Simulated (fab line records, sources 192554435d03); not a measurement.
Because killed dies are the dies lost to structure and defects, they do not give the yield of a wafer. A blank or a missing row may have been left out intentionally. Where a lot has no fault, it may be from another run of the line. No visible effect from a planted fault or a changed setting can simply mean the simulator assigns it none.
fab line records ; flow n5Finfet ; part 1 of 2: steps 1 to 21 of 29
record: lots: 5; wafers: 15; lastDay: 17
route steps=1938 shown BEOL_M1@818 BEOL_M2@841
lots that met no fault: taken from a fault-free run of the same line
startH: the number of hours between the record's first day and the start of the first shown wafer of the lot ; waitH: hours from the lot's prior step to this one ; " as in the row above ; L1.1+2: a single row standing in for several wafers ; - no value present, or no start provided ; * or withheld: withheld ; < > ~ a bound
route shown NAME@n: names a module that has steps shown in the file, with the first one's number in the route ; usual: mean/standard deviation taken from wafers without a fault ; same: alike in all rows ; chamber/n: place in a boat ; sites: each site's reading ; _std_site: the standard deviation of these ; _edge_site: inner sites' mean taken away from outer sites' mean ; radiusMm: how far each site lies from the wafer's centre ; mask NAME#n: copy n ; behind: the tool/chamber that last shaped the wafer ; hold: what put the lot on hold/how long, in hours/how the hold closed ; device: the transistor (n, p or np) that didn't switch ; end of line: the route-end tests of the same wafers ; step lacking rows: just its recipe ; killed: at the first sort, the dies lost to defects and structure; wafer yield is something else ; map: a wafer's dies, x killed, . not, _ none there
set.NAME: the setting the step ran with; set.NAME@STEP: the setting that earlier step ran with ; model.NAME: the simulator's own value behind a step, which no gauge read
certain route steps with their lots: each step a table, each wafer a row
services: when a tool's chamber went out of use (startH, in hours from the record's first day, below 0 if earlier), for how many hours, and the reason
== steps ==
step: N5_BEOL_M1_SPUTTER_81
recipe: material: Cu; targetThkA: 45; tempC: -20; chamberPressurePa: 0.07; powerW: withheld; timeS: 8.29
usual: chuckGasFlowSccm: 1.25/0.057; susceptorTempC: -20.02/0.099; throttleValvePct: 30.1/1
lot.wafer;tool;chamber;startH;waitH;chuckGasFlowSccm;susceptorTempC;throttleValvePct
L081.1;pvdSputter-03;-;174.35;0.1;1.28;-20.07;30.4
L081.2;pvdSputter-03;-;174.35;0.1;1.19;-19.89;29.2
L081.6;pvdSputter-03;-;174.35;0.1;1.34;-19.97;30.3
L086.1;pvdSputter-03;-;209.10;0.1;1.26;-20.15;30.3
L086.2;pvdSputter-03;-;209.10;0.1;1.18;-20.06;31.2
L086.6;pvdSputter-03;-;209.10;0.1;1.22;-19.98;29.3
L089.2;pvdSputter-03;-;219.99;0.1;1.26;-19.97;30.8
L089.5;pvdSputter-03;-;219.99;0.1;1.21;-19.82;29.2
L089.6;pvdSputter-03;-;219.99;0.1;1.22;-19.97;31.5
L088.3;pvdSputter-03;-;225.73;0.1;1.35;-20.18;29.5
L088.4;pvdSputter-03;-;225.73;0.1;1.15;-19.96;30.5
L088.6;pvdSputter-03;-;225.73;0.1;1.29;-20.07;29.5
L093.2;pvdSputter-03;-;238.90;0.1;1.19;-19.97;31.5
L093.3;pvdSputter-03;-;238.90;0.1;1.24;-20.12;29.2
L093.6;pvdSputter-03;-;238.90;0.1;1.27;-20.12;31.6
step: N5_BEOL_M1_ANNEAL_82
recipe: tempC: 400; timeS: 240; ambient: vacuum
usual: heaterPowerW: 842/93; susceptorTempC: 400.02/0.23
lot.wafer;tool;chamber;startH;waitH;heaterPowerW;susceptorTempC
L081.1;pvdSputter-03;-;174.43;0.0;947;400.14
L081.2;pvdSputter-03;-;174.43;0.0;798;399.90
L081.6;pvdSputter-03;-;174.43;0.0;930;400.01
L086.1;pvdSputter-03;-;209.18;0.0;920;399.98
L086.2;pvdSputter-03;-;209.18;0.0;810;399.46
L086.6;pvdSputter-03;-;209.18;0.0;802;400.03
L089.2;pvdSputter-03;-;220.07;0.0;786;399.84
L089.5;pvdSputter-03;-;220.07;0.0;793;399.67
L089.6;pvdSputter-03;-;220.07;0.0;760;400.00
L088.3;pvdSputter-03;-;225.81;0.0;793;399.65
L088.4;pvdSputter-03;-;225.81;0.0;969;400.09
L088.6;pvdSputter-03;-;225.81;0.0;794;399.97
L093.2;pvdSputter-03;-;238.98;0.0;756;399.90
L093.3;pvdSputter-03;-;238.98;0.0;808;399.76
L093.6;pvdSputter-03;-;238.98;0.0;796;399.98
step: N5_BEOL_M1_SPUTTER_86
recipe: material: Cu; targetThkA: 45; tempC: -20; chamberPressurePa: 0.07; powerW: withheld; timeS: 8.29
usual: chuckGasFlowSccm: 1.25/0.047; susceptorTempC: -20.00/0.1; throttleValvePct: 30.1/1
lot.wafer;tool;chamber;startH;waitH;chuckGasFlowSccm;susceptorTempC;throttleValvePct
L081.1;pvdSputter-03;-;174.57;0.1;1.25;-19.93;30.2
L081.2;pvdSputter-03;-;174.57;0.1;1.21;-20.00;29.7
L081.6;pvdSputter-03;-;174.57;0.1;1.24;-20.06;30.3
L086.1;pvdSputter-03;-;209.32;0.1;1.29;-20.17;30.4
L086.2;pvdSputter-03;-;209.32;0.1;1.27;-20.13;30.8
L086.6;pvdSputter-03;-;209.32;0.1;1.16;-19.96;29.5
L089.2;pvdSputter-03;-;220.21;0.1;1.30;-19.88;31.1
L089.5;pvdSputter-03;-;220.21;0.1;1.25;-19.94;29.6
L089.6;pvdSputter-03;-;220.21;0.1;1.27;-20.09;31.2
L088.3;pvdSputter-03;-;225.95;0.1;1.29;-19.82;29.6
L088.4;pvdSputter-03;-;225.95;0.1;1.25;-20.09;30.5
L088.6;pvdSputter-03;-;225.95;0.1;1.28;-19.81;29.5
L093.2;pvdSputter-03;-;239.12;0.1;1.23;-20.18;31.5
L093.3;pvdSputter-03;-;239.12;0.1;1.34;-19.96;29.2
L093.6;pvdSputter-03;-;239.12;0.1;1.19;-19.94;31.4
step: N5_BEOL_M1_ANNEAL_87
recipe: tempC: 400; timeS: 240; ambient: vacuum
usual: heaterPowerW: 845/95; susceptorTempC: 400.00/0.22
lot.wafer;tool;chamber;startH;waitH;heaterPowerW;susceptorTempC
L081.1;pvdSputter-03;-;174.65;0.0;952;400.17
L081.2;pvdSputter-03;-;174.65;0.0;800;399.97
L081.6;pvdSputter-03;-;174.65;0.0;955;400.31
L086.1;pvdSputter-03;-;209.40;0.0;947;399.82
L086.2;pvdSputter-03;-;209.40;0.0;789;399.98
L086.6;pvdSputter-03;-;209.40;0.0;809;400.03
L089.2;pvdSputter-03;-;220.29;0.0;786;400.03
L089.5;pvdSputter-03;-;220.29;0.0;809;399.90
L089.6;pvdSputter-03;-;220.29;0.0;796;400.02
L088.3;pvdSputter-03;-;226.03;0.0;801;400.22
L088.4;pvdSputter-03;-;226.03;0.0;915;400.05
L088.6;pvdSputter-03;-;226.03;0.0;806;400.24
L093.2;pvdSputter-03;-;239.20;0.0;764;399.81
L093.3;pvdSputter-03;-;239.20;0.0;809;400.13
L093.6;pvdSputter-03;-;239.20;0.0;767;399.86
step: N5_BEOL_M1_SPUTTER_88
recipe: material: Cu; targetThkA: 45; tempC: -20; chamberPressurePa: 0.07; powerW: withheld; timeS: 8.29
usual: chuckGasFlowSccm: 1.25/0.05; susceptorTempC: -20.00/0.099; throttleValvePct: 30.1/1
lot.wafer;tool;chamber;startH;waitH;chuckGasFlowSccm;susceptorTempC;throttleValvePct
L081.1;pvdSputter-03;-;174.79;0.1;1.19;-20.05;30.3
L081.2;pvdSputter-03;-;174.79;0.1;1.39;-19.99;29.3
L081.6;pvdSputter-03;-;174.79;0.1;1.27;-20.14;30.3
L086.1;pvdSputter-03;-;209.54;0.1;1.34;-19.93;30.1
L086.2;pvdSputter-03;-;209.54;0.1;1.20;-19.97;31.3
L086.6;pvdSputter-03;-;209.54;0.1;1.21;-19.90;29.2
L089.2;pvdSputter-03;-;220.43;0.1;1.28;-20.07;30.8
L089.5;pvdSputter-03;-;220.43;0.1;1.29;-20.02;29.4
L089.6;pvdSputter-03;-;220.43;0.1;1.24;-19.97;31.4
L088.3;pvdSputter-03;-;226.17;0.1;1.21;-20.00;29.7
L088.4;pvdSputter-03;-;226.17;0.1;1.23;-20.01;30.3
L088.6;pvdSputter-03;-;226.17;0.1;1.32;-20.04;29.4
L093.2;pvdSputter-03;-;239.34;0.1;1.26;-20.05;31.7
L093.3;pvdSputter-03;-;239.34;0.1;1.27;-19.99;29.4
L093.6;pvdSputter-03;-;239.34;0.1;1.25;-19.97;31.5
step: N5_BEOL_M1_ANNEAL_89
recipe: tempC: 400; timeS: 240; ambient: vacuum
usual: heaterPowerW: 846/94; susceptorTempC: 399.99/0.23
lot.wafer;tool;chamber;startH;waitH;heaterPowerW;susceptorTempC
L081.1;pvdSputter-03;-;174.87;0.0;958;399.63
L081.2;pvdSputter-03;-;174.87;0.0;812;400.13
L081.6;pvdSputter-03;-;174.87;0.0;946;400.00
L086.1;pvdSputter-03;-;209.62;0.0;955;400.03
L086.2;pvdSputter-03;-;209.62;0.0;799;400.25
L086.6;pvdSputter-03;-;209.62;0.0;818;399.82
L089.2;pvdSputter-03;-;220.51;0.0;761;399.97
L089.5;pvdSputter-03;-;220.51;0.0;813;399.69
L089.6;pvdSputter-03;-;220.51;0.0;770;399.78
L088.3;pvdSputter-03;-;226.25;0.0;808;399.60
L088.4;pvdSputter-03;-;226.25;0.0;955;400.37
L088.6;pvdSputter-03;-;226.25;0.0;833;399.38
L093.2;pvdSputter-03;-;239.42;0.0;771;400.14
L093.3;pvdSputter-03;-;239.42;0.0;789;400.14
L093.6;pvdSputter-03;-;239.42;0.0;770;399.83
step: N5_BEOL_M1_SPUTTER_90
recipe: material: Cu; targetThkA: 45; tempC: -20; chamberPressurePa: 0.07; powerW: withheld; timeS: 8.29
usual: chuckGasFlowSccm: 1.25/0.053; susceptorTempC: -20.01/0.1; throttleValvePct: 30.1/1.1
lot.wafer;tool;chamber;startH;waitH;chuckGasFlowSccm;susceptorTempC;throttleValvePct
L081.1;pvdSputter-03;-;175.01;0.1;1.16;-20.02;30.5
L081.2;pvdSputter-03;-;175.01;0.1;1.22;-19.92;29.5
L081.6;pvdSputter-03;-;175.01;0.1;1.14;-19.74;30.4
L086.1;pvdSputter-03;-;209.76;0.1;1.31;-19.91;30.1
L086.2;pvdSputter-03;-;209.76;0.1;1.27;-19.95;30.9
L086.6;pvdSputter-03;-;209.76;0.1;1.26;-19.92;29.4
L089.2;pvdSputter-03;-;220.65;0.1;1.20;-19.96;30.9
L089.5;pvdSputter-03;-;220.65;0.1;1.28;-20.05;29.3
L089.6;pvdSputter-03;-;220.65;0.1;1.26;-19.88;31.4
L088.3;pvdSputter-03;-;226.39;0.1;1.34;-20.18;29.7
L088.4;pvdSputter-03;-;226.39;0.1;1.26;-20.15;30.3
L088.6;pvdSputter-03;-;226.39;0.1;1.25;-20.07;29.2
L093.2;pvdSputter-03;-;239.56;0.1;1.29;-19.91;31.5
L093.3;pvdSputter-03;-;239.56;0.1;1.22;-20.17;29.5
L093.6;pvdSputter-03;-;239.56;0.1;1.21;-19.89;31.5
step: N5_BEOL_M1_ANNEAL_91
recipe: tempC: 400; timeS: 240; ambient: vacuum
usual: heaterPowerW: 843/95; susceptorTempC: 400.06/0.2
lot.wafer;tool;chamber;startH;waitH;heaterPowerW;susceptorTempC
L081.1;pvdSputter-03;-;175.09;0.0;961;399.90
L081.2;pvdSputter-03;-;175.09;0.0;777;400.02
L081.6;pvdSputter-03;-;175.09;0.0;927;400.05
L086.1;pvdSputter-03;-;209.84;0.0;974;399.90
L086.2;pvdSputter-03;-;209.84;0.0;784;400.47
L086.6;pvdSputter-03;-;209.84;0.0;811;399.89
L089.2;pvdSputter-03;-;220.73;0.0;788;400.01
L089.5;pvdSputter-03;-;220.73;0.0;817;400.35
L089.6;pvdSputter-03;-;220.73;0.0;776;400.16
L088.3;pvdSputter-03;-;226.47;0.0;792;399.81
L088.4;pvdSputter-03;-;226.47;0.0;939;400.46
L088.6;pvdSputter-03;-;226.47;0.0;827;400.15
L093.2;pvdSputter-03;-;239.64;0.0;760;400.01
L093.3;pvdSputter-03;-;239.64;0.0;790;400.25
L093.6;pvdSputter-03;-;239.64;0.0;766;400.33
step: N5_BEOL_M1_SPUTTER_92
recipe: material: Cu; targetThkA: 45; tempC: -20; chamberPressurePa: 0.07; powerW: withheld; timeS: 8.29
usual: chuckGasFlowSccm: 1.25/0.052; susceptorTempC: -20.00/0.1; throttleValvePct: 30.1/1
lot.wafer;tool;chamber;startH;waitH;chuckGasFlowSccm;susceptorTempC;throttleValvePct
L081.1;pvdSputter-03;-;175.23;0.1;1.22;-20.15;30.3
L081.2;pvdSputter-03;-;175.23;0.1;1.23;-19.96;29.4
L081.6;pvdSputter-03;-;175.23;0.1;1.32;-19.88;30.3
L086.1;pvdSputter-03;-;209.98;0.1;1.22;-20.07;30.2
L086.2;pvdSputter-03;-;209.98;0.1;1.23;-20.01;31.0
L086.6;pvdSputter-03;-;209.98;0.1;1.32;-19.99;29.4
L089.2;pvdSputter-03;-;220.87;0.1;1.31;-19.99;31.0
L089.5;pvdSputter-03;-;220.87;0.1;1.31;-20.18;29.4
L089.6;pvdSputter-03;-;220.87;0.1;1.29;-19.99;31.3
L088.3;pvdSputter-03;-;226.61;0.1;1.37;-19.95;29.4
L088.4;pvdSputter-03;-;226.61;0.1;1.24;-20.19;30.6
L088.6;pvdSputter-03;-;226.61;0.1;1.22;-19.68;29.5
L093.2;pvdSputter-03;-;239.78;0.1;1.19;-19.80;31.4
L093.3;pvdSputter-03;-;239.78;0.1;1.38;-20.04;29.3
L093.6;pvdSputter-03;-;239.78;0.1;1.17;-19.98;31.1
step: N5_BEOL_M1_ANNEAL_93
recipe: tempC: 400; timeS: 240; ambient: vacuum
usual: heaterPowerW: 843/95; susceptorTempC: 399.99/0.23
lot.wafer;tool;chamber;startH;waitH;heaterPowerW;susceptorTempC
L081.1;pvdSputter-03;-;175.31;0.0;965;399.93
L081.2;pvdSputter-03;-;175.31;0.0;804;399.96
L081.6;pvdSputter-03;-;175.31;0.0;954;399.68
L086.1;pvdSputter-03;-;210.06;0.0;937;400.09
L086.2;pvdSputter-03;-;210.06;0.0;788;400.40
L086.6;pvdSputter-03;-;210.06;0.0;793;399.88
L089.2;pvdSputter-03;-;220.95;0.0;783;400.65
L089.5;pvdSputter-03;-;220.95;0.0;817;399.75
L089.6;pvdSputter-03;-;220.95;0.0;777;400.15
L088.3;pvdSputter-03;-;226.69;0.0;787;400.14
L088.4;pvdSputter-03;-;226.69;0.0;945;399.89
L088.6;pvdSputter-03;-;226.69;0.0;806;399.65
L093.2;pvdSputter-03;-;239.86;0.0;780;399.81
L093.3;pvdSputter-03;-;239.86;0.0;810;399.81
L093.6;pvdSputter-03;-;239.86;0.0;797;399.94
step: N5_BEOL_M1_SPUTTER_94
recipe: material: Cu; targetThkA: 45; tempC: -20; chamberPressurePa: 0.07; powerW: withheld; timeS: 8.29
usual: chuckGasFlowSccm: 1.25/0.046; susceptorTempC: -19.99/0.11; throttleValvePct: 30.1/1
lot.wafer;tool;chamber;startH;waitH;chuckGasFlowSccm;susceptorTempC;throttleValvePct
L081.1;pvdSputter-03;-;175.45;0.1;1.23;-19.83;30.1
L081.2;pvdSputter-03;-;175.45;0.1;1.25;-20.07;29.1
L081.6;pvdSputter-03;-;175.45;0.1;1.20;-19.98;30.5
L086.1;pvdSputter-03;-;210.20;0.1;1.24;-19.94;30.5
L086.2;pvdSputter-03;-;210.20;0.1;1.24;-20.19;31.0
L086.6;pvdSputter-03;-;210.20;0.1;1.19;-19.93;29.4
L089.2;pvdSputter-03;-;221.09;0.1;1.21;-20.14;30.9
L089.5;pvdSputter-03;-;221.09;0.1;1.25;-19.86;29.4
L089.6;pvdSputter-03;-;221.09;0.1;1.26;-19.94;31.6
L088.3;pvdSputter-03;-;226.83;0.1;1.25;-19.84;29.3
L088.4;pvdSputter-03;-;226.83;0.1;1.19;-19.99;30.6
L088.6;pvdSputter-03;-;226.83;0.1;1.24;-20.02;29.2
L093.2;pvdSputter-03;-;240.00;0.1;1.24;-20.01;31.6
L093.3;pvdSputter-03;-;240.00;0.1;1.32;-20.05;29.5
L093.6;pvdSputter-03;-;240.00;0.1;1.29;-20.04;31.5
step: N5_BEOL_M1_ANNEAL_95
recipe: tempC: 400; timeS: 240; ambient: vacuum
usual: heaterPowerW: 843/95; susceptorTempC: 400.02/0.22
lot.wafer;tool;chamber;startH;waitH;heaterPowerW;susceptorTempC
L081.1;pvdSputter-03;-;175.53;0.0;956;400.46
L081.2;pvdSputter-03;-;175.53;0.0;804;400.00
L081.6;pvdSputter-03;-;175.53;0.0;960;400.34
L086.1;pvdSputter-03;-;210.28;0.0;930;399.76
L086.2;pvdSputter-03;-;210.28;0.0;809;399.84
L086.6;pvdSputter-03;-;210.28;0.0;805;400.28
L089.2;pvdSputter-03;-;221.17;0.0;802;399.91
L089.5;pvdSputter-03;-;221.17;0.0;794;400.33
L089.6;pvdSputter-03;-;221.17;0.0;765;399.95
L088.3;pvdSputter-03;-;226.91;0.0;812;399.90
L088.4;pvdSputter-03;-;226.91;0.0;947;400.08
L088.6;pvdSputter-03;-;226.91;0.0;811;399.92
L093.2;pvdSputter-03;-;240.08;0.0;780;399.94
L093.3;pvdSputter-03;-;240.08;0.0;815;400.23
L093.6;pvdSputter-03;-;240.08;0.0;774;400.13
step: N5_BEOL_M1_SPUTTER_96
recipe: material: Cu; targetThkA: 45; tempC: -20; chamberPressurePa: 0.07; powerW: withheld; timeS: 8.29
usual: chuckGasFlowSccm: 1.25/0.055; susceptorTempC: -20.00/0.11; throttleValvePct: 30.1/1.1
lot.wafer;tool;chamber;startH;waitH;chuckGasFlowSccm;susceptorTempC;throttleValvePct
L081.1;pvdSputter-03;-;175.67;0.1;1.34;-19.80;30.5
L081.2;pvdSputter-03;-;175.67;0.1;1.24;-20.07;29.5
L081.6;pvdSputter-03;-;175.67;0.1;1.33;-20.03;30.4
L086.1;pvdSputter-03;-;210.42;0.1;1.21;-19.88;30.4
L086.2;pvdSputter-03;-;210.42;0.1;1.20;-20.08;31.2
L086.6;pvdSputter-03;-;210.42;0.1;1.23;-19.89;29.2
L089.2;pvdSputter-03;-;221.31;0.1;1.38;-20.05;31.1
L089.5;pvdSputter-03;-;221.31;0.1;1.23;-19.93;29.5
L089.6;pvdSputter-03;-;221.31;0.1;1.22;-20.01;31.5
L088.3;pvdSputter-03;-;227.05;0.1;1.25;-19.86;29.6
L088.4;pvdSputter-03;-;227.05;0.1;1.28;-19.98;30.3
L088.6;pvdSputter-03;-;227.05;0.1;1.32;-19.92;29.4
L093.2;pvdSputter-03;-;240.22;0.1;1.30;-19.99;31.1
L093.3;pvdSputter-03;-;240.22;0.1;1.26;-20.21;29.3
L093.6;pvdSputter-03;-;240.22;0.1;1.21;-20.00;31.3
step: N5_BEOL_M1_ECD_50
recipe: material: Cu; targetThkA: 3000
lot.wafer;tool;chamber;startH;waitH
L081.1+2+6;ecdCu-02;1,0,0;175.79;0.1
L086.1+2+6;ecdCu-01;1,0,0;210.54;0.1
L089.2+5+6;ecdCu-01;1,1,0;221.43;0.1
L088.3+4+6;ecdCu-02;0,1,0;227.18;0.1
L093.2+3+6;ecdCu-01;1;240.33;0.1
step: N5_BEOL_M1_ANNEAL_51
recipe: tempC: 225; timeS: 90; ambient: N2
usual: wafer_temp_C_max: 226.0/0.31
lot.wafer;tool;chamber;startH;waitH;wafer_temp_C_max
L081.1;rtpAnneal-02;0;175.92;0.1;226.0
L081.2;rtpAnneal-02;0;175.92;0.1;226.4
L081.6;rtpAnneal-02;0;175.92;0.1;226.2
L086.1;rtpAnneal-02;0;210.62;0.1;226.0
L086.2;rtpAnneal-02;0;210.62;0.1;226.2
L086.6;rtpAnneal-02;0;210.62;0.1;226.0
L089.2;rtpAnneal-01;0;221.56;0.1;225.9
L089.5;rtpAnneal-01;0;221.56;0.1;225.7
L089.6;rtpAnneal-01;0;221.56;0.1;225.7
L088.3;rtpAnneal-02;0;227.33;0.1;226.0
L088.4;rtpAnneal-02;0;227.33;0.1;227.4
L088.6;rtpAnneal-02;0;227.33;0.1;226.5
L093.2;rtpAnneal-01;0;240.46;0.1;226.2
L093.3;rtpAnneal-01;0;240.46;0.1;225.9
L093.6;rtpAnneal-01;0;240.46;0.1;225.8
step: N5_BEOL_M1_CMP_52
recipe: stopOn: SiOC; tOverpolishS: 6.8; downForcePsi: 1; platenRpm: 50; clearingPlatenDownForcePsi: 1.5; clearingPlatenRpm: 50; postCmpClean: cuAlkaline; targetThkNm: 40; clearingPlatenPadVelocityMS: 0.99484; padVelocityMS: 0.99484
usual: barrierFieldEndpointS: 24.7/0.63; edgeZonePressureFrac: 1.001/0.0046; motorCurrentA: 6.3/0.65; overpolishRunS: 6.800/0.0091; retainingRingPressureFrac: 1.000/0.0045; timeToEndpointS: 62/3.5
lot.wafer;tool;chamber;startH;waitH;barrierFieldEndpointS;edgeZonePressureFrac;motorCurrentA;overpolishRunS;retainingRingPressureFrac;timeToEndpointS
L081.1;cmp-01;3;176.22;0.3;23.8;0.994;5.9;6.815;0.994;64
L081.2;cmp-01;2;176.22;0.3;24.4;1.004;6.1;6.800;1.007;61
L081.6;cmp-01;0;176.22;0.3;24.6;1.012;7.6;6.817;0.995;59
L086.1;cmp-04;3;210.95;0.3;24.3;1.005;5.9;6.788;1.005;63
L086.2;cmp-04;1;210.95;0.3;23.9;1.007;5.7;6.793;1.005;56
L086.6;cmp-04;3;210.95;0.3;24.7;1.003;5.7;6.791;1.004;62
L089.2;cmp-04;0;221.94;0.3;24.4;1.004;7.5;6.789;1.004;62
L089.6;cmp-04;1;221.94;0.3;24.3;0.994;5.9;6.801;1.004;58
L089.5;cmp-04;2;221.94;0.3;24.6;1.000;6.3;6.802;0.994;61
L088.4;cmp-01;1;227.61;0.2;25.8;0.996;6.3;6.817;1.001;68
L088.3;cmp-01;2;227.61;0.2;24.3;0.998;6.0;6.791;0.995;61
L088.6;cmp-01;0;227.61;0.2;24.8;1.000;7.9;6.793;0.994;60
L093.3;cmp-04;2;240.79;0.2;25.0;1.001;6.0;6.795;1.011;63
L093.2;cmp-04;3;240.79;0.2;24.5;1.008;6.0;6.809;1.008;61
L093.6;cmp-04;1;240.79;0.2;23.9;1.005;6.2;6.793;0.999;58
step: N5_BEOL_M1_THK_MEAS_53
recipe: thkMeasGauge: xrf; reads: Cu_of_BEOL_M1_ECD_50
usual: M1_THK: 39.8/1.8
lot.wafer;tool;chamber;startH;waitH;M1_THK[nm]
L081.1;filmMetro-02;-;176.51;-;39.8
L081.2;filmMetro-02;-;176.51;-;39.7
L081.6;filmMetro-02;-;176.51;-;41.6
L086.1;filmMetro-01;-;211.21;-;37.1
L086.2;filmMetro-01;-;211.21;-;37.2
L086.6;filmMetro-01;-;211.21;-;40.3
L089.2;filmMetro-01;-;222.12;-;41.3
L089.5;filmMetro-01;-;222.12;-;41.2
L089.6;filmMetro-01;-;222.12;-;40.0
L088.3;filmMetro-01;-;227.83;-;35.0
L088.4;filmMetro-01;-;227.83;-;39.1
L088.6;filmMetro-01;-;227.83;-;38.2
L093.2;filmMetro-01;-;241.01;-;37.4
L093.3;filmMetro-01;-;241.01;-;40.6
L093.6;filmMetro-01;-;241.01;-;36.8
step: N5_BEOL_M1_PRE_CLEAN_60
recipe: gas: NH3/H2; timeS: 15; tempC: *; rfPowerW: 300
usual: heaterPowerW: 73/14; susceptorTempC: *
lot.wafer;tool;chamber;startH;waitH;heaterPowerW;susceptorTempC
L081.1;cvdCo-02;1;176.58;0.1;98;*
L081.2;cvdCo-02;0;176.58;0.1;83;*
L081.6;cvdCo-02;2;176.58;0.1;71;*
L086.1;cvdCo-02;2;211.24;0.0;77;*
L086.2;cvdCo-02;1;211.24;0.0;95;*
L086.6;cvdCo-02;0;211.24;0.0;84;*
L089.2;cvdCo-02;2;222.15;0.0;73;*
L089.5;cvdCo-02;0;222.15;0.0;86;*
L089.6;cvdCo-02;1;222.15;0.0;95;*
L088.3;cvdCo-01;1;227.87;0.0;70;*
L088.4;cvdCo-01;2;227.87;0.0;53;*
L088.6;cvdCo-01;1;227.87;0.0;71;*
L093.2;cvdCo-01;1;241.04;0.0;70;*
L093.3;cvdCo-01;2;241.04;0.0;53;*
L093.6;cvdCo-01;1;241.04;0.0;70;*
step: N5_BEOL_M1_CO_CAP_55
recipe: material: Co; targetThkA: 20; tempC: 200; precursor: CCTBA/H2; pressureTorr: 30; timeS: 102.1
usual: heaterPowerW: 221/17; susceptorTempC: 200.00/0.17
lot.wafer;tool;chamber;startH;waitH;heaterPowerW;susceptorTempC
L081.1;cvdCo-02;1;176.62;0.0;251;200.30
L081.2;cvdCo-02;0;176.62;0.0;238;200.30
L081.6;cvdCo-02;2;176.62;0.0;221;199.67
L086.1;cvdCo-02;2;211.28;0.0;225;199.91
L086.2;cvdCo-02;1;211.28;0.0;253;200.10
L086.6;cvdCo-02;0;211.28;0.0;234;200.19
L089.2;cvdCo-02;2;222.19;0.0;224;200.12
L089.5;cvdCo-02;0;222.19;0.0;236;199.97
L089.6;cvdCo-02;1;222.19;0.0;252;199.97
L088.3;cvdCo-01;1;227.91;0.0;223;200.10
L088.4;cvdCo-01;2;227.91;0.0;196;200.27
L088.6;cvdCo-01;1;227.91;0.0;217;200.16
L093.2;cvdCo-01;1;241.08;0.0;213;200.09
L093.3;cvdCo-01;2;241.08;0.0;198;200.07
L093.6;cvdCo-01;1;241.08;0.0;219;199.95
step: N5_BEOL_M1_PRE_CLEAN_56
recipe: gas: NH3; timeS: 15; tempC: withheld; rfPowerW: 300
lot.wafer;tool;chamber;startH;waitH
L081.1+2+6;pecvd-03;0,2,2;176.71;0.1
L086.1+2+6;pecvd-03;1,0,1;211.38;0.1
L089.2+5+6;pecvd-04;2,2,0;222.28;0.1
L088.3+4+6;pecvd-04;1,1,0;228.00;0.1
L093.2+3+6;pecvd-03;1,0,0;241.18;0.1
step: N5_BEOL_M1_DEP_57
recipe: material: SiCN; targetThkA: 80; tempC: withheld; precursor: 3MS/NH3; pressureTorr: 3; rfW: 202; timeS: 14
usual: showerheadPlenumPTorr: 3.671/0.015; throttleValvePct: 9.2/0.43
lot.wafer;tool;chamber;startH;waitH;showerheadPlenumPTorr;throttleValvePct
L081.1;pecvd-03;0;176.74;0.0;3.674;9.2
L081.2;pecvd-03;2;176.74;0.0;3.667;9.4
L081.6;pecvd-03;2;176.74;0.0;3.661;9.9
L086.1;pecvd-03;1;211.41;0.0;3.677;9.1
L086.2;pecvd-03;0;211.41;0.0;3.670;9.0
L086.6;pecvd-03;1;211.41;0.0;3.673;9.4
L089.2;pecvd-04;2;222.31;0.0;3.686;8.9
L089.5;pecvd-04;2;222.31;0.0;3.680;9.1
L089.6;pecvd-04;0;222.31;0.0;3.699;9.1
L088.3;pecvd-04;1;228.03;0.0;3.643;9.9
L088.4;pecvd-04;1;228.03;0.0;3.648;10.2
L088.6;pecvd-04;0;228.03;0.0;3.693;9.3
L093.2;pecvd-03;1;241.20;0.0;3.674;9.2
L093.3;pecvd-03;0;241.20;0.0;3.675;8.8
L093.6;pecvd-03;0;241.20;0.0;3.672;9.1
